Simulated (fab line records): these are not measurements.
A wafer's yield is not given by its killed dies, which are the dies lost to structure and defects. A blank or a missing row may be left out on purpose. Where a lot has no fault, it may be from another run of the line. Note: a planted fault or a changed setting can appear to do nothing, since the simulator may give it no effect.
Which of the tools did it? | flow n5 finfet | Sampling: 8 lots, 24 wafers, 7 of 1938 route steps

== WHAT THE GAUGES SHOWED, per wafer ==
N5_BEOL_M5_OCD_MEAS_38. Usual: trench depth nm at 71.2 nm, with a standard deviation of 1.2.
lot  | measured     | on     | trench depth nm (nm) | flag
L891 | day 8 05:05  | ocd-02 | 71.9 69.3 71.9       |
L903 | day 11 17:50 | ocd-02 | 72.1 69.4 71.3       |
L905 | day 12 09:10 | ocd-02 | 70.0 76.3 72.6       |
L906 | day 13 00:10 | ocd-02 | 71.5 71.1 72.8       |
L910 | day 13 09:07 | ocd-01 | 76.1 69.1 70.6       |
L911 | day 13 17:10 | ocd-02 | 68.5 75.0 71.2       |
L913 | day 13 23:27 | ocd-02 | 70.7 70.2 71.4       |
L914 | day 14 16:20 | ocd-02 | 71.3 72.6 71.3       |

N5_BEOL_M5_THK_MEAS_53: measures by xrf. Usual: M5_THK 60.9 nm, standard deviation 1.6.
lot  | measured     | on            | M5_THK (nm)    | flag
L891 | day 8 13:22  | film metro-02 | 61.0 58.0 61.7 |
L903 | day 12 01:25 | film metro-02 | 62.1 57.8 60.1 |
L905 | day 12 16:43 | film metro-01 | 60.7 65.5 61.5 |
L906 | day 13 06:43 | film metro-01 | 61.4 62.0 63.1 |
L910 | day 13 17:39 | film metro-02 | 66.5 58.5 61.2 |
L911 | day 14 00:16 | film metro-01 | 58.0 64.5 60.2 |
L913 | day 14 06:23 | film metro-01 | 59.7 58.2 62.6 |
L914 | day 14 23:25 | film metro-01 | 62.2 62.3 61.1 |

N5_BEOL_M5_RS_MEAS_57: measurement is done with a four-point probe. Usual: M5_RS 0.390 ohm/sq, standard deviation 0.011.
lot  | measured     | on            | M5_RS (ohm/sq)    | flag
L891 | day 8 13:40  | film metro-01 | 0.387 0.411 0.383 |
L903 | day 12 01:41 | film metro-01 | 0.373 0.408 0.388 |
L905 | day 12 16:59 | film metro-01 | 0.393 0.358 0.386 |
L906 | day 13 06:59 | film metro-02 | 0.391 0.388 0.377 |
L910 | day 13 18:05 | film metro-01 | 0.346 0.404 0.383 |
L911 | day 14 00:35 | film metro-01 | 0.415 0.364 0.396 |
L913 | day 14 06:41 | film metro-01 | 0.404 0.415 0.380 |
L914 | day 14 23:42 | film metro-02 | 0.383 0.385 0.393 |

== EACH LOT AND THE TOOL THAT RAN IT (in order: tool; ch and the chambers of the sampled wafers; start) ==
lot  | N5_BEOL_M5_DESCUM_33               | N5_BEOL_M5_ETCH_68                 | N5_BEOL_M5_STRIP_36                | N5_BEOL_M5_TRENCH_ETCH_37
L891 | rie diel-04 ch 2,3, day 8 04:39    | rie diel-04 ch 2,3, day 8 04:44    | rie diel-04 ch 2,3, day 8 04:53    | rie diel-04 ch 2,3, day 8 04:55
L903 | rie diel-04 ch 1,2,3, day 11 17:25 | rie diel-04 ch 1,2,3, day 11 17:29 | rie diel-04 ch 1,2,3, day 11 17:38 | rie diel-04 ch 1,2,3, day 11 17:41
L905 | rie diel-04 ch 1,2,3, day 12 08:45 | rie diel-04 ch 1,2,3, day 12 08:50 | rie diel-04 ch 1,2,3, day 12 08:58 | rie diel-04 ch 1,2,3, day 12 09:01
L906 | rie diel-03 ch 0,1,2, day 12 23:44 | rie diel-03 ch 0,1,2, day 12 23:49 | rie diel-03 ch 0,1,2, day 12 23:58 | rie diel-03 ch 0,1,2, day 13 00:01
L910 | rie diel-04 ch 1,2,3, day 13 08:41 | rie diel-04 ch 1,2,3, day 13 08:46 | rie diel-04 ch 1,2,3, day 13 08:55 | rie diel-04 ch 1,2,3, day 13 08:58
L911 | rie diel-04 ch 1,2,3, day 13 16:45 | rie diel-04 ch 1,2,3, day 13 16:50 | rie diel-04 ch 1,2,3, day 13 16:58 | rie diel-04 ch 1,2,3, day 13 17:01
L913 | rie diel-05 ch 0,2,3, day 13 23:02 | rie diel-05 ch 0,2,3, day 13 23:07 | rie diel-05 ch 0,2,3, day 13 23:16 | rie diel-05 ch 0,2,3, day 13 23:18
L914 | rie diel-03 ch 0,2, day 14 15:55   | rie diel-03 ch 0,2, day 14 15:59   | rie diel-03 ch 0,2, day 14 16:08   | rie diel-03 ch 0,2, day 14 16:11
- N5_BEOL_M5_DESCUM_33: chemistry O2, time 7 s.
- N5_BEOL_M5_ETCH_68: etches SOC in N2/H2, target depth 80 nm, overetch 16 nm, time 120 s.
- N5_BEOL_M5_STRIP_36: strips in N2/H2.
- N5_BEOL_M5_TRENCH_ETCH_37: etches SiCOH lowk in C4F6/O2, target depth 71.652 nm, time 24.7 s.

== AS READ BY THE TOOLS THEMSELVES (means over the sampled wafers that have a number; for cases with no such wafer, the mark the record gives instead) ==
N5_BEOL_M5_DESCUM_33. Usual: chamber pressure mTorr 19.997 mTorr (standard deviation 0.024); drypump motor current A 5.5 A (standard deviation 0.42); oes product au 0.77 a.u. (standard deviation 0.074); rf fwd power W 49.41 W (standard deviation 0.25); rf vpp V 243.2 V (standard deviation 1.4); showerhead plenum p Torr 2.09 Torr (standard deviation 0.064); throttle valve pct 20.41 % (standard deviation 0.17).
lot  | tool        | chamber pressure mTorr (mTorr) | drypump motor current A (A) | oes product au (a.u.) | rf fwd power W (W) | rf vpp V (V) | showerhead plenum p Torr (Torr) | throttle valve pct (%) | flag
L891 | rie diel-04 | 20.025                         | 5.3                         | 0.87                  | 49.50              | 242.8        | 2.09                            | 20.24                  |
L903 | rie diel-04 | 20.004                         | 5.1                         | 0.81                  | 49.58              | 244.1        | 2.14                            | 20.41                  |
L905 | rie diel-04 | 19.979                         | 5.1                         | 0.81                  | 49.57              | 242.9        | 2.14                            | 20.42                  |
L906 | rie diel-03 | 19.985                         | 5.4                         | 0.76                  | 49.47              | 242.3        | 2.09                            | 20.42                  |
L910 | rie diel-04 | 19.987                         | 5.1                         | 0.80                  | 49.48              | 244.4        | 2.13                            | 20.42                  |
L911 | rie diel-04 | 20.012                         | 5.1                         | 0.80                  | 49.62              | 243.3        | 2.13                            | 20.42                  |
L913 | rie diel-05 | 19.990                         | 5.6                         | 0.80                  | 49.31              | 242.9        | 2.11                            | 20.41                  |
L914 | rie diel-03 | 20.004                         | 5.5                         | 0.76                  | 49.38              | 242.1        | 2.06                            | 20.36                  |

N5_BEOL_M5_ETCH_68. Usual: bias w 150.0 W, standard deviation 0.43; chamber pressure mTorr 30.002 mTorr, standard deviation 0.028; drypump motor current A 5.5 A, standard deviation 0.43; oes product au 0.59 a.u., standard deviation 0.054; rf fwd power W 835.5 W, standard deviation 2.7; rf vpp V 523.8 V, standard deviation 2.3; showerhead plenum p Torr 2.54 Torr, standard deviation 0.077; throttle valve pct 17.83 %, standard deviation 0.19.
lot  | tool        | bias w (W) | chamber pressure mTorr (mTorr) | drypump motor current A (A) | oes product au (a.u.) | rf fwd power W (W) | rf vpp V (V) | showerhead plenum p Torr (Torr) | throttle valve pct (%) | flag
L891 | rie diel-04 | 150.4      | 29.979                         | 5.3                         | 0.67                  | 835.9              | 524.1        | 2.54                            | 17.66                  |
L903 | rie diel-04 | 149.9      | 29.991                         | 5.1                         | 0.62                  | 837.9              | 524.8        | 2.60                            | 17.86                  |
L905 | rie diel-04 | 150.3      | 30.024                         | 5.1                         | 0.62                  | 836.3              | 525.8        | 2.60                            | 17.86                  |
L906 | rie diel-03 | 149.7      | 30.005                         | 5.4                         | 0.58                  | 834.7              | 524.1        | 2.53                            | 17.80                  |
L910 | rie diel-04 | 150.0      | 29.988                         | 5.1                         | 0.61                  | 835.2              | 524.8        | 2.59                            | 17.87                  |
L911 | rie diel-04 | 150.1      | 30.029                         | 5.2                         | 0.61                  | 837.5              | 526.4        | 2.59                            | 17.88                  |
L913 | rie diel-05 | 150.1      | 30.010                         | 5.6                         | 0.62                  | 833.5              | 523.9        | 2.56                            | 17.81                  |
L914 | rie diel-03 | 150.1      | 29.990                         | 5.5                         | 0.58                  | 834.2              | 522.4        | 2.50                            | 17.72                  |

N5_BEOL_M5_STRIP_36. Usual: chamber pressure mTorr 20.00 mTorr, standard deviation 0.034; drypump motor current A 5.5 A, standard deviation 0.43; oes product au 0.77 a.u., standard deviation 0.075; rf vpp V 59.3 V, standard deviation 1.5; showerhead plenum p Torr 2.54 Torr, standard deviation 0.077; throttle valve pct 23.70 %, standard deviation 0.26.
lot  | tool        | chamber pressure mTorr (mTorr) | drypump motor current A (A) | oes product au (a.u.) | rf vpp V (V) | showerhead plenum p Torr (Torr) | throttle valve pct (%) | flag
L891 | rie diel-04 | 19.98                          | 5.3                         | 0.86                  | 58.9         | 2.54                            | 23.57                  |
L903 | rie diel-04 | 20.00                          | 5.2                         | 0.80                  | 60.0         | 2.59                            | 23.81                  |
L905 | rie diel-04 | 20.01                          | 5.1                         | 0.80                  | 58.4         | 2.59                            | 23.81                  |
L906 | rie diel-03 | 19.97                          | 5.4                         | 0.76                  | 58.6         | 2.53                            | 23.55                  |
L910 | rie diel-04 | 20.01                          | 5.2                         | 0.79                  | 59.8         | 2.59                            | 23.82                  |
L911 | rie diel-04 | 19.99                          | 5.2                         | 0.80                  | 61.1         | 2.59                            | 23.81                  |
L913 | rie diel-05 | 20.02                          | 5.5                         | 0.81                  | 58.6         | 2.55                            | 23.69                  |
L914 | rie diel-03 | 19.99                          | 5.5                         | 0.76                  | 59.7         | 2.50                            | 23.46                  |

N5_BEOL_M5_TRENCH_ETCH_37. Usual: bias w 185.0 W, standard deviation 0.51; chamber pressure mTorr 30.000 mTorr, standard deviation 0.028; drypump motor current A 5.5 A, standard deviation 0.42; oes product au 0.77 a.u., standard deviation 0.075; rf fwd power W 339.9 W, standard deviation 1.8; rf vpp V 666 V, standard deviation 7.1; showerhead plenum p Torr 2.85 Torr, standard deviation 0.083; throttle valve pct 20.92 %, standard deviation 0.15.
lot  | tool        | bias w (W) | chamber pressure mTorr (mTorr) | drypump motor current A (A) | oes product au (a.u.) | rf fwd power W (W) | rf vpp V (V) | showerhead plenum p Torr (Torr) | throttle valve pct (%) | flag
L891 | rie diel-04 | 184.5      | 30.005                         | 5.3                         | 0.87                  | 341.3              | 670          | 2.86                            | 20.81                  |
L903 | rie diel-04 | 184.6      | 30.003                         | 5.2                         | 0.80                  | 340.6              | 666          | 2.92                            | 20.96                  |
L905 | rie diel-04 | 197.8      | 30.033                         | 5.2                         | 0.81                  | 341.5              | 701          | 2.91                            | 20.98                  | OFF
L906 | rie diel-03 | 185.2      | 29.989                         | 5.4                         | 0.77                  | 339.7              | 666          | 2.84                            | 20.93                  |
L910 | rie diel-04 | 197.6      | 29.979                         | 5.1                         | 0.81                  | 340.5              | 700          | 2.91                            | 20.98                  | OFF
L911 | rie diel-04 | 197.8      | 29.993                         | 5.1                         | 0.80                  | 339.8              | 700          | 2.91                            | 20.97                  | OFF
L913 | rie diel-05 | 185.2      | 30.000                         | 5.6                         | 0.80                  | 337.9              | 673          | 2.86                            | 20.86                  |
L914 | rie diel-03 | 185.7      | 30.004                         | 5.5                         | 0.76                  | 340.1              | 665          | 2.81                            | 20.84                  |

== THE ANSWER, worked out from the rows above alone ==
Rule: a lot is off if the mean of its wafers that have a number lies more than 3 standard deviations from the usual mean. A lot without any number at a reading at which 4 lots or more have one is off too. Any other lot the step has rows for is counted as sound. First the gauges in route order, then the tools' own readings, where a lot's mean is used as printed above. At the first step where some lot is off, the reading lying furthest off is the one used; lots without a number count as furthest.
Off at N5_BEOL_M5_TRENCH_ETCH_37 (bias w): L905, L910, L911.
If a tool, at that step or one of the process steps before it, ran each lot that is off and ran no sound lot following the first of them, it fits. One candidate fits, namely rie diel-04 at N5_BEOL_M5_DESCUM_33 and N5_BEOL_M5_ETCH_68 and N5_BEOL_M5_STRIP_36 and N5_BEOL_M5_TRENCH_ETCH_37. At N5_BEOL_M5_DESCUM_33 its last sound lot is L903 (day 11 17:25), its first lot that is off L905 (day 12 08:45): a fault that began between those two fits.

== WHAT THE SIMULATOR PUT IN ==
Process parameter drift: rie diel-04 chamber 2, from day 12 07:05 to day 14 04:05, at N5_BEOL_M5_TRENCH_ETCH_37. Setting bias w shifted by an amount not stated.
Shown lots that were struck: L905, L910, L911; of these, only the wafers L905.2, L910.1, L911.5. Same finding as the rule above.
